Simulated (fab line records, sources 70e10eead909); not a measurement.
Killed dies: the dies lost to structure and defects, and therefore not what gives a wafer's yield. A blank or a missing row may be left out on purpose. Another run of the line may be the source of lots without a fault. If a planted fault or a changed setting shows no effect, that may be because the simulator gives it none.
fab line records ; flow nandHarc
record: lots: 7; wafers: 18; lastDay: 24
route steps=1159 shown A_CONTACT@846 END@1159
lots with no fault: from the same line, run without faults
startH: hours from the record's opening day to when the first of the lot's shown wafers began ; waitH: hours elapsed since this lot's preceding step ; " the same as in the row above ; L1.1+2: several wafers, shown together as one row ; - no value, or no start given ; * or withheld: withheld ; < > ~ a bound
route shown NAME@n: names a module that has steps shown in the file, with the first one's number in the route ; usual: the fault-free wafers' mean and standard deviation ; same: alike in all rows ; chamber/n: place in a boat ; sites: the reading at each site ; _std_site: their standard deviation ; _edge_site: the outer-site mean with the inner-site mean subtracted ; radiusMm: for every site, how far away it sits from the centre of the wafer ; mask NAME#n: copy n ; behind: the most recent tool/chamber to have shaped the wafer ; hold: why the lot went on hold/how many hours it stayed there/how the hold came to an end ; device: which transistor (n, p or np) failed to switch ; end of line: tests run on the same wafers once the route is complete ; a step with no rows: only its recipe ; killed: at the first sort, the dies lost to defects and structure; wafer yield is something else ; map: shows each die of a wafer: x if killed, . if not, _ if none is there
set.NAME: the run value of the setting; set.NAME@STEP: its run value at that earlier step ; model.NAME: the simulator's own value behind a step, which no gauge read
lots seen at some steps along the route; tables by step, rows by wafer
services: when a tool's chamber went out of use (startH, in hours from the record's first day, below 0 if earlier), for how many hours, and the reason
== steps ==
step: NHARC_A_CONTACT_COAT_34
recipe: tempC: 260; timeS: 75
step: NHARC_A_CONTACT_COAT_35
recipe: tempC: 225; timeS: 65
step: NHARC_A_CONTACT_COAT_36
recipe: spinRpm: 1500; resistThkNm: 90
step: NHARC_A_CONTACT_SOFTBAKE_37
recipe: tempC: 105; timeS: 55
step: NHARC_A_CONTACT_EBR_38
step: NHARC_A_CONTACT_EXPOSE_39
recipe: na: 1.35; sigmaOuter: 0.8; doseMj: 58.79; maskId: A_CC_3
step: NHARC_A_CONTACT_PEB_40
recipe: pebTempC: 100; pebTimeS: 65
step: NHARC_A_CONTACT_DEVELOP_41
recipe: developTimeS: 35; devTempC: 23
step: NHARC_A_CONTACT_CD_MEAS_42
recipe: targetCdNm: 200; landingEnergyEv: 500
usual: cdNm: 200.2/0.68
lot.wafer;tool;chamber;startH;waitH;cdNm
L676.3;cdSem-01;0;370.92;-;199.3
L676.4;cdSem-01;0;370.92;-;198.5
L676.6;cdSem-01;0;370.92;-;200.2
L678.1;cdSem-03;0;382.17;-;201.0
L678.2;cdSem-03;0;382.17;-;201.2
L678.6;cdSem-03;0;382.17;-;200.7
L687.2;cdSem-03;0;427.75;-;199.5
L687.6;cdSem-03;0;427.75;-;200.5
L688.2;cdSem-03;0;436.73;-;200.5
L688.6;cdSem-03;0;436.73;-;201.3
L690.2;cdSem-02;0;439.08;-;200.2
L690.4;cdSem-02;0;439.08;-;200.3
L690.6;cdSem-02;0;439.08;-;201.0
L689.2;cdSem-01;0;440.85;-;200.2
L689.3;cdSem-01;0;440.85;-;200.0
L697.1;cdSem-02;0;501.87;-;200.6
L697.2;cdSem-02;0;501.87;-;201.2
L697.4;cdSem-02;0;501.87;-;200.2
step: NHARC_A_CONTACT_OVL_MEAS_43
usual: overlayXNm: 0.1/0.77; overlayYNm: 0.1/0.85
lot.wafer;tool;chamber;startH;waitH;overlayXNm;overlayYNm
L676.3;overlay-02;-;371.00;-;0.5;1.9
L676.4;overlay-02;-;371.00;-;1.1;1.7
L676.6;overlay-02;-;371.00;-;1.3;1.9
L678.1;overlay-02;-;382.26;-;-0.8;0.3
L678.2;overlay-02;-;382.26;-;-0.8;0.0
L678.6;overlay-02;-;382.26;-;-0.3;0.5
L687.2;overlay-02;-;427.84;-;0.0;0.6
L687.6;overlay-02;-;427.84;-;-0.2;0.4
L688.2;overlay-02;-;436.81;-;-0.9;-0.3
L688.6;overlay-02;-;436.81;-;-0.9;0.0
L690.2;overlay-01;-;439.16;-;-0.4;0.1
L690.4;overlay-01;-;439.16;-;-0.1;0.0
L690.6;overlay-01;-;439.16;-;-0.3;-0.1
L689.2;overlay-01;-;440.94;-;0.1;-1.0
L689.3;overlay-01;-;440.94;-;-0.2;0.0
L697.1;overlay-01;-;501.96;-;1.4;-0.7
L697.2;overlay-01;-;501.96;-;1.2;-1.2
L697.4;overlay-01;-;501.96;-;1.7;-1.1
step: NHARC_A_CONTACT_INSPECT_44
usual: rawDefectCount: 28/16
lot.wafer;tool;chamber;startH;waitH;rawDefectCount
L676.3;defectInspect-01;-;371.04;0.0;17
L676.4;defectInspect-01;-;371.04;0.0;21
L676.6;defectInspect-01;-;371.04;0.0;22
L678.1;defectInspect-02;-;382.29;0.0;7
L678.2;defectInspect-02;-;382.29;0.0;12
L678.6;defectInspect-02;-;382.29;0.0;11
L687.2;defectInspect-02;-;427.87;0.0;23
L687.6;defectInspect-02;-;427.87;0.0;30
L688.2;defectInspect-01;-;436.85;0.0;32
L688.6;defectInspect-01;-;436.85;0.0;29
L690.2;defectInspect-02;-;439.20;0.0;36
L690.4;defectInspect-02;-;439.20;0.0;36
L690.6;defectInspect-02;-;439.20;0.0;28
L689.2;defectInspect-02;-;440.98;0.0;48
L689.3;defectInspect-02;-;440.98;0.0;62
L697.1;defectInspect-01;-;502.00;0.0;29
L697.2;defectInspect-01;-;502.00;0.0;34
L697.4;defectInspect-01;-;502.00;0.0;35
step: NHARC_A_CONTACT_DESCUM_47
recipe: timeS: 3; o2FlowSccm: 200; arFlowSccm: 0; biasPowerW: 0; chemistry: O2
usual: drypumpMotorCurrentA: 5.7/0.47; oesProductAu: 0.998/0.011; rfVppV: 57.7/0.88; showerheadPlenumPTorr: 1.90/0.069; throttleValvePct: 11.312/0.01
lot.wafer;tool;chamber;startH;waitH;drypumpMotorCurrentA;oesProductAu;rfHoursCounterH;rfVppV;showerheadPlenumPTorr;throttleValvePct
L676.4;rieDiel-04;2;371.10;0.1;5.8;1.001;14;57.1;1.85;11.320
L676.3;rieDiel-04;0;371.10;0.1;4.8;1.013;15;58.2;1.80;11.320
L676.6;rieDiel-04;3;371.10;0.1;6.6;0.998;-;59.3;1.99;11.293
L678.1;rieDiel-07;1;382.36;0.1;5.7;1.005;54;58.6;1.95;11.312
L678.2;rieDiel-07;3;382.36;0.1;6.2;1.006;55;58.0;2.00;11.313
L678.6;rieDiel-07;2;382.36;0.1;5.9;1.010;-;57.3;1.90;11.303
L687.2;rieDiel-04;3;427.94;0.1;6.6;0.994;21;56.8;1.99;11.317
L687.6;rieDiel-04;3;427.94;0.1;6.5;0.998;-;58.5;1.99;11.299
L688.2;rieDiel-04;2;436.91;0.1;5.8;0.993;26;57.9;1.85;11.336
L688.6;rieDiel-04;2;436.91;0.1;5.8;0.998;-;57.0;1.85;11.306
L690.2;rieDiel-07;1;439.27;0.1;5.6;0.998;8;58.0;1.94;11.312
L690.4;rieDiel-07;3;439.27;0.1;6.2;0.999;7;59.5;1.99;11.315
L690.6;rieDiel-07;0;439.27;0.1;5.5;1.008;-;58.0;1.97;11.311
L689.3;rieDiel-04;1;441.05;0.1;5.7;0.993;27;57.6;1.96;11.307
L689.2;rieDiel-04;2;441.05;0.1;5.8;0.983;27;59.0;1.85;11.317
L697.1;rieDiel-02;2;502.06;0.1;5.8;0.978;62;57.0;1.91;11.312
L697.4;rieDiel-02;3;502.06;0.1;5.3;0.991;59;56.4;1.86;11.319
L697.2;rieDiel-02;1;502.06;0.1;6.2;1.000;63;56.5;1.87;11.314
step: NHARC_A_CONTACT_ETCH_48
recipe: targetDepthA: 390; overEtchFrac: 0.3; timeS: 65; ionEnergyEv: 80; cf4FlowSccm: 150; arFlowSccm: 0; rfW: 300; biasW: 100; chemistry: CF4
usual: biasW: 100.0/0.34; drypumpMotorCurrentA: 5.7/0.49; oesProductAu: 1.000/0.012; rfVppV: 151.0/1.1; showerheadPlenumPTorr: 1.76/0.06; throttleValvePct: 13.284/0.0095
lot.wafer;tool;chamber;startH;waitH;biasW;drypumpMotorCurrentA;oesProductAu;rfHoursCounterH;rfVppV;showerheadPlenumPTorr;throttleValvePct
L676.4;rieDiel-04;2;371.20;0.1;100.0;5.8;0.998;14;150.8;1.71;13.285
L676.3;rieDiel-04;3;371.20;0.1;99.7;6.5;0.992;15;152.0;1.84;13.293
L676.6;rieDiel-04;0;371.20;0.1;99.9;4.8;1.012;-;151.1;1.67;13.275
L678.2;rieDiel-07;0;382.51;0.1;99.8;5.5;0.991;52;151.2;1.82;13.280
L678.1;rieDiel-07;2;382.51;0.1;99.7;5.9;1.010;54;151.5;1.76;13.296
L678.6;rieDiel-07;1;382.51;0.1;99.5;5.7;1.019;-;152.3;1.80;13.302
L687.2;rieDiel-04;0;428.03;0.1;100.1;4.9;0.818;27;150.3;1.67;13.274
L687.6;rieDiel-04;3;428.03;0.1;99.9;6.5;1.000;-;151.1;1.83;13.284
L688.2;rieDiel-04;0;437.01;0.1;99.6;4.8;0.820;29;150.6;1.67;13.287
L688.6;rieDiel-04;2;437.01;0.1;100.3;5.8;1.002;-;150.1;1.71;13.290
L690.2;rieDiel-07;0;439.35;0.1;100.1;5.5;1.006;9;152.9;1.81;13.286
L690.4;rieDiel-07;2;439.35;0.1;99.8;5.9;0.999;7;150.8;1.76;13.288
L690.6;rieDiel-07;0;439.35;0.1;100.2;5.5;0.999;-;151.2;1.81;13.284
L689.2;rieDiel-04;3;441.12;0.1;100.2;6.6;0.818;24;150.1;1.83;13.290
L689.3;rieDiel-04;1;441.12;0.1;100.2;5.7;0.817;27;153.3;1.81;13.277
L697.1;rieDiel-02;3;502.15;0.1;100.5;5.3;0.987;59;150.7;1.72;13.281
L697.4;rieDiel-02;0;502.15;0.1;99.6;6.0;1.004;61;149.9;1.68;13.291
L697.2;rieDiel-02;2;502.15;0.1;100.0;5.8;0.986;62;149.8;1.77;13.290
step: NHARC_A_CONTACT_ETCH_49
recipe: targetDepthA: 2600; overEtchFrac: 0.3; timeS: 475.3; ionEnergyEv: 200; n2FlowSccm: 150; h2FlowSccm: 150; arFlowSccm: 0; rfW: 400; biasW: 150; chemistry: N2/H2
usual: biasW: 150.0/0.42; drypumpMotorCurrentA: 5.7/0.51; h2FlowSccm: 150.0/0.41; n2FlowSccm: 150.0/0.43; oesProductAu: 0.999/0.011; rfVppV: 430.1/2.3; showerheadPlenumPTorr: 2.03/0.077; throttleValvePct: 14.171/0.0088
lot.wafer;tool;chamber;startH;waitH;biasW;drypumpMotorCurrentA;h2FlowSccm;n2FlowSccm;oesProductAu;rfHoursCounterH;rfVppV;showerheadPlenumPTorr;throttleValvePct
L676.4;rieDiel-04;1;-;-;149.5;5.7;150.2;150.5;0.982;13;431.1;2.09;14.188
L676.3;rieDiel-04;2;-;-;149.4;5.7;149.9;150.1;0.997;14;429.9;1.97;14.179
L676.6;rieDiel-04;3;-;-;149.9;6.5;150.6;150.3;0.991;-;432.8;2.13;14.168
L678.1;rieDiel-07;1;-;-;149.4;5.7;150.3;149.7;1.018;54;430.1;2.08;14.176
L678.2;rieDiel-07;3;-;-;150.2;6.2;149.9;149.6;1.006;56;432.1;2.13;14.154
L678.6;rieDiel-07;2;-;-;150.0;5.9;149.3;150.6;1.008;-;429.9;2.03;14.160
L687.2;rieDiel-04;3;-;-;149.4;6.6;149.7;149.5;0.989;21;432.6;2.12;14.167
L687.6;rieDiel-04;1;-;-;149.8;5.7;149.5;150.0;0.980;-;433.0;2.09;14.166
L688.2;rieDiel-04;2;-;-;150.4;5.7;150.2;150.3;1.007;26;428.0;1.97;14.161
L688.6;rieDiel-04;2;-;-;150.0;5.7;150.0;150.3;1.002;-;428.5;1.97;14.169
L690.2;rieDiel-07;2;-;-;149.9;5.9;150.5;150.3;0.993;8;429.7;2.02;14.180
L690.4;rieDiel-07;3;-;-;150.2;6.2;151.2;150.4;1.002;7;434.2;2.13;14.170
L690.6;rieDiel-07;0;-;-;149.8;5.5;150.1;150.1;0.995;-;431.9;2.10;14.176
L689.3;rieDiel-04;3;-;-;149.5;6.5;150.0;150.0;1.002;24;432.2;2.12;14.175
L689.2;rieDiel-04;0;-;-;149.2;4.8;150.4;150.0;1.016;31;426.7;1.91;14.156
L697.4;rieDiel-02;1;-;-;149.4;6.2;149.9;150.0;1.004;63;427.7;1.99;14.169
L697.2;rieDiel-02;3;-;-;149.5;5.3;149.5;149.8;0.998;59;428.4;1.98;14.178
L697.1;rieDiel-02;0;-;-;149.2;6.0;150.5;149.0;1.003;61;427.1;1.93;14.173
step: NHARC_END_SORT_01
recipe: tempC: 25
usual: killedAtArray: 28/11; killedAtOther: 0.8/1.1; killedAtPeriphery: 3.3/2.8; killedDies: 32/11; killedOpen: 3.3/1.9; killedShort: 1.9/1.4
same: grossDies: 677
lot.wafer;tool;chamber;startH;waitH;killedAtArray;killedAtOther;killedAtPeriphery;killedDies;killedOpen;killedShort
L676.3;prober-02;0;450.11;3.1;20;0;0;20;2;3
L676.4;prober-02;0;450.90;3.4;26;1;3;30;5;1
L676.6;prober-02;0;452.48;3.9;22;0;5;27;3;2
L678.1;prober-02;0;456.28;2.5;15;0;4;19;6;0
L678.2;prober-02;0;457.09;2.8;20;3;10;33;3;6
L678.6;prober-02;0;460.32;4.0;11;1;11;23;4;1
L690.2;prober-02;0;506.81;2.8;36;2;8;46;6;2
L690.4;prober-02;0;508.44;3.4;37;0;7;44;5;2
L690.6;prober-02;0;510.07;4.1;24;2;6;32;3;2
L688.2;prober-02;0;514.67;2.8;546;0;2;548;3;1
L688.6;prober-02;0;517.83;3.9;32;2;3;37;6;0
L689.2;prober-01;0;518.87;2.9;533;0;7;540;4;0
L689.3;prober-01;0;519.68;3.2;491;0;10;501;4;2
L697.1;prober-01;0;576.57;2.5;24;1;5;30;5;1
L697.2;prober-01;0;577.38;2.8;25;0;5;30;2;0
L697.4;prober-01;0;578.99;3.4;25;0;5;30;3;2
killed by level:class
L676.3 A_CHANNEL_HOLE_D1:chamberFilmFlake=13 A_CONTACT:geometricParticle:open=2 A_SOURCE_PLATE:geometricParticle:short=1 A_SGD_CUT:geometricParticle:short=1 A_CONTACT:geometricParticle:short=1 A_SLIT:unspecified=1 A_BONDPAD:chamberFilmFlake=1
L676.4 A_CHANNEL_HOLE_D1:chamberFilmFlake=18 P_STI:chamberFilmFlake=3 A_CONTACT:geometricParticle:open=2 A_ONON_D1:geometricParticle:open=1 A_CHANNEL_FILL_D1:geometricParticle:open=1 A_SGD_CUT:geometricParticle:open=1 STARTING-WAFER:geometricParticle:short=1 A_STAIRCASE:chamberFilmFlake=1
L676.6 A_CHANNEL_HOLE_D1:chamberFilmFlake=13 P_STI:chamberFilmFlake=3 A_SLIT:chamberFilmFlake=2 A_CONTACT:chamberFilmFlake=2 P_GATE:geometricParticle:short=1 P_CONTACT:geometricParticle:open=1 A_ONON_D1:geometricParticle:open=1 A_CHANNEL_HOLE_D1:geometricParticle:short=1
L678.1 A_CONTACT:chamberFilmFlake=6 A_CONTACT:geometricParticle:open=2 P_ZERO_WELL:chamberFilmFlake=2 P_M0:geometricParticle:open=1 A_SOURCE_PLATE:geometricParticle:open=1 A_ONON_D1:geometricParticle:open=1 A_M0:geometricParticle:open=1 P_BONDPAD:chamberFilmFlake=1
L678.2 P_ZERO_WELL:chamberFilmFlake=5 A_CONTACT:chamberFilmFlake=5 A_CHANNEL_HOLE_D1:chamberFilmFlake=3 THIN_TSV:chamberFilmFlake=3 A_M0:geometricParticle:open=2 P_STI:chamberFilmFlake=2 A_STAIRCASE:chamberFilmFlake=2 P_GATE:geometricParticle:short=1
L678.6 P_ZERO_WELL:chamberFilmFlake=4 P_BONDPAD:chamberFilmFlake=3 P_CONTACT:chamberFilmFlake=2 A_STAIRCASE:chamberFilmFlake=2 A_CONTACT:chamberFilmFlake=2 P_M1:geometricParticle:open=1 A_ONON_D1:geometricParticle:short=1 A_ONON_D1:geometricParticle:open=1
L690.2 A_CHANNEL_HOLE_D1:chamberFilmFlake=16 A_STAIRCASE:chamberFilmFlake=7 A_CONTACT:chamberFilmFlake=5 A_M0:geometricParticle:open=3 P_M1:geometricParticle:open=2 P_M1:chamberFilmFlake=2 P_M2:chamberFilmFlake=2 THIN_TSV:chamberFilmFlake=2
L690.4 A_CHANNEL_HOLE_D1:chamberFilmFlake=21 A_STAIRCASE:chamberFilmFlake=5 A_CONTACT:chamberFilmFlake=5 P_M0:geometricParticle:open=2 P_ZERO_WELL:chamberFilmFlake=2 P_STI:geometricParticle:open=1 P_M0:geometricParticle:short=1 A_ONON_D1:geometricParticle:open=1
L690.6 A_CHANNEL_HOLE_D1:chamberFilmFlake=14 A_STAIRCASE:chamberFilmFlake=5 A_CONTACT:chamberFilmFlake=4 THIN_TSV:chamberFilmFlake=2 P_STI:geometricParticle:short=1 P_GATE:geometricParticle:open=1 P_GATE:geometricParticle:short=1 P_CONTACT:geometricParticle:open=1
L688.2 A_CONTACT:areaEtch=513 A_SLIT:chamberFilmFlake=13 A_STAIRCASE:chamberFilmFlake=10 A_CONTACT:geometricParticle:open=2 A_BLC:chamberFilmFlake=2 A_CHANNEL_FILL_D1:geometricParticle:open=1 A_WL_FILL:geometricParticle:short=1 P_STI:chamberFilmFlake=1
L688.6 A_SLIT:chamberFilmFlake=13 A_CHANNEL_HOLE_D1:chamberFilmFlake=6 A_CONTACT:geometricParticle:open=4 A_STAIRCASE:chamberFilmFlake=3 A_CHANNEL_FILL_D1:geometricParticle:open=2 P_M0:chamberFilmFlake=2 A_CONTACT:chamberFilmFlake=2 A_BLC:chamberFilmFlake=2
L689.2 A_CONTACT:areaEtch=494 A_CHANNEL_HOLE_D1:chamberFilmFlake=17 A_SLIT:chamberFilmFlake=12 A_STAIRCASE:chamberFilmFlake=6 A_M0:geometricParticle:open=2 P_STI:chamberFilmFlake=2 P_M1:chamberFilmFlake=2 P_GATE:geometricParticle:open=1
L689.3 A_CONTACT:areaEtch=445 A_CHANNEL_HOLE_D1:chamberFilmFlake=21 A_SLIT:chamberFilmFlake=14 P_M1:chamberFilmFlake=7 A_STAIRCASE:chamberFilmFlake=2 A_CONTACT:chamberFilmFlake=2 P_GATE:geometricParticle:open=1 A_ONON_D1:geometricParticle:open=1
L697.1 A_SLIT:chamberFilmFlake=14 P_M2:chamberFilmFlake=4 A_CHANNEL_HOLE_D1:chamberFilmFlake=3 A_CONTACT:geometricParticle:open=2 A_CONTACT:chamberFilmFlake=2 A_ONON_D1:geometricParticle:open=1 A_CHANNEL_FILL_D1:geometricParticle:open=1 A_SGD_CUT:geometricParticle:open=1
L697.2 A_SLIT:chamberFilmFlake=12 A_CHANNEL_HOLE_D1:chamberFilmFlake=6 A_CONTACT:chamberFilmFlake=5 P_ZERO_WELL:chamberFilmFlake=2 P_M2:chamberFilmFlake=2 P_GATE:geometricParticle:open=1 A_CONTACT:geometricParticle:open=1 A_STAIRCASE:chamberFilmFlake=1
L697.4 A_SLIT:chamberFilmFlake=11 A_CHANNEL_HOLE_D1:chamberFilmFlake=4 A_STAIRCASE:chamberFilmFlake=4 P_M2:chamberFilmFlake=3 A_CONTACT:chamberFilmFlake=2 P_CONTACT:geometricParticle:short=1 P_M0:geometricParticle:open=1 A_CHANNEL_FILL_D1:geometricParticle:open=1
map L688.2 (x killed, . not)
____________.____________
_________x......_________
_______..x..x....._______
______.....x....xx.______
_____x.xxxxx.x.x...._____
____.xxxxx..xxx......____
____xxxxxxxxxxxxx..x.____
___x..x.x.xxxxxxxx..x.___
___...xxxxxxx.xxxxxxx.___
__xx.xxxxxxxxxxxxxxxx..__
__.xxxxxxxxxxxxxxxxx.x.__
_..xxxxxxxxxxxxxxxxx...x_
_x.xxxxxxxxxxxxxxxxxxxx._
_xxxxxxxxxxxxxxxxxxxxx.._
_x.xxxxxxxxxxxxxxxxxxxxx_
_xxxxxxxxxxxxxxxxxxxxx.._
x.xxxxxxxxxxxxxxxxxxx..x.
xxxxxxxxxxxxxxxxxxxxx.x.x
.xxxxxxxxxxxxxxxxxxxxx...
xxxxxxxxxxxxxxxxxxx.xxx..
xxxxxxxxxxxxxxxxxxxxxx..x
_xxxxxxxxxxxxxxxxxx..xxx_
_xxxxxxxxxxxxxxxxxxxxx.._
_.xxxxxxxxxxxxxxxxxxxxxx_
_x.xxxxxxxxxxxxxxxxxxx.._
_xxxxxx.xxxxxxxxxxxxx..._
__x.xxxxxxxxxxxxxxxx...__
__.xxxxxxxxxxxxxxxxxx..__
___xxxxxxxxxxxxxxxxxxx___
___xxxxxxx.xxxxxxxxx.x___
____xxxxxxxxx.xxx.xx.____
____xxx.xxxxxxxxx.xx.____
_____.xxxxx.xxxxxxx._____
______..xxxx..xxxxx______
_______.xxxxxxxx.._______
_________x..xxxx_________
____________x____________
map L689.2 (x killed, . not)
____________x____________
_________xxxxxx._________
_______xxxxxxx.x.x_______
______...xxx.xxxxx.______
_____xxx.xxxx.x.xxx._____
____xxxxxxxxxx..xxxx.____
____x.xxxxxxxxxxx.xx.____
___xxxxxxxxxxxxxxxxx..___
___.xxx.xxxxxxxxxx.xx.___
__xxxxxxxxxxxxxxx.xx.x.__
__xxxxxxxxxxxxxxxxxxx..__
_.xxxxxxxxxxxxxxxxxxx..._
_x.xxxxxxxxxxxxxxxxxxx.x_
_xxxxxxxxxxxxxxxxxx..x.x_
_xxxx.xxxxxxxxxxxxxx.x.._
_.xxxxxxxxxxxxxxxxxxx.x._
xxxxxxxxxxxxxxxxxx.xxxx..
.xxxxxxxxxxxxxxxxx.x.xx.x
xxxxxxxxxxxxxxxxxxxxxxx..
.xxxxxxxxxxxxxxxxxxxxx...
.xxxxxxxxxxxxxxxxxxxx.xx.
_.xxxxxxxxxxxxxxxxxxxx.x_
_xxxxxxxxxxxxxxxxxxxx.x._
_xxxxxxxxxxxx.xx..xxxxx._
_x.xxxxxxxxxxxxxxx.xxx.x_
_xxxxxxxxxxxx.xxx..xxx.._
__xxxxxxxxxx.xx.xxxxxx.__
__.x.x..xxxxxxxxx.xxx..__
___..x.xx.xxxxx..x..x.___
___xx..x.xxxxx.xxx....___
____xxxxxxx.xxxxxx..x____
____..xxxxxxxxxxxx..x____
_____xxxxxxxx..x...._____
______xx.xx...x....______
_______..x.x..xx.x_______
_________x.....x_________
____________.____________
== services ==
tool;chamber;startH;hours;kind
rieDiel-04;0;347.40;-;clean
rieDiel-04;1;347.40;-;clean
rieDiel-04;2;347.40;-;clean
rieDiel-04;3;347.40;-;clean
rieDiel-07;0;347.99;10.7;repair
rieDiel-04;0;371.99;-;clean
rieDiel-04;1;371.99;-;clean
rieDiel-04;2;371.99;-;clean
rieDiel-04;3;371.99;-;clean
rieDiel-04;0;396.49;-;clean
rieDiel-04;1;396.49;-;clean
rieDiel-04;2;396.49;-;clean
rieDiel-04;3;396.49;-;clean
rieDiel-04;3;404.91;21.6;repair
rieDiel-07;-;405.20;9.0;pm
rieDiel-04;0;420.99;-;clean
rieDiel-04;1;420.99;-;clean
rieDiel-04;2;420.99;-;clean
rieDiel-04;0;445.50;-;clean
rieDiel-04;1;445.50;-;clean
rieDiel-04;2;445.50;-;clean
rieDiel-04;0;448.06;6.4;repair
rieDiel-04;-;466.28;9.0;pm
rieDiel-04;2;483.06;4.3;repair
== key ==
firstSign: step: NHARC_A_CONTACT_ETCH_48; reading: oesProductAu; direction: down; sigmas: 15; usual: 1.000; struck: 0.818
effect: step: NHARC_END_SORT_01; reading: killedAtArray; direction: up; sigmas: 45; usual: 28; struck: 523
moreKillsBornAt: NHARC_A_CONTACT_ETCH_48@rieDiel-04: 1452
metAt NHARC_A_CONTACT_ETCH_48
struckWafers L687.2,L688.2,L689.2,L689.3
laterRowsLeftOut L687.2,L688.2,L689.2,L689.3
sortLeftOut L687.2
testerLeftOut L687,L688,L689
onsetBetween 371.20 428.03
fault: kind: processParameterDrift; tool: rieDiel-04; chamber: -; onsetH: 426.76; steps: NHARC_A_CONTACT_ETCH_48; channel: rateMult; offset: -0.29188; shape: step; endH: 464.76; scope: struckWafersOnly
testerLeftOut: of these lots the tester's yield and bins aren't shown, on N5 and GAA mostly nor the transistor test; their killed dies are dies lost to structure and defects alone, not to doping, threshold or leakage, so they don't give the yield
sortLeftOut: the simulated sort isn't trusted on such a fault, so these wafers' sort isn't shown, and their yield isn't known
laterRowsLeftOut: the simulator's readings of these wafers behind a module that went badly wrong aren't trusted and aren't shown, but for the sort
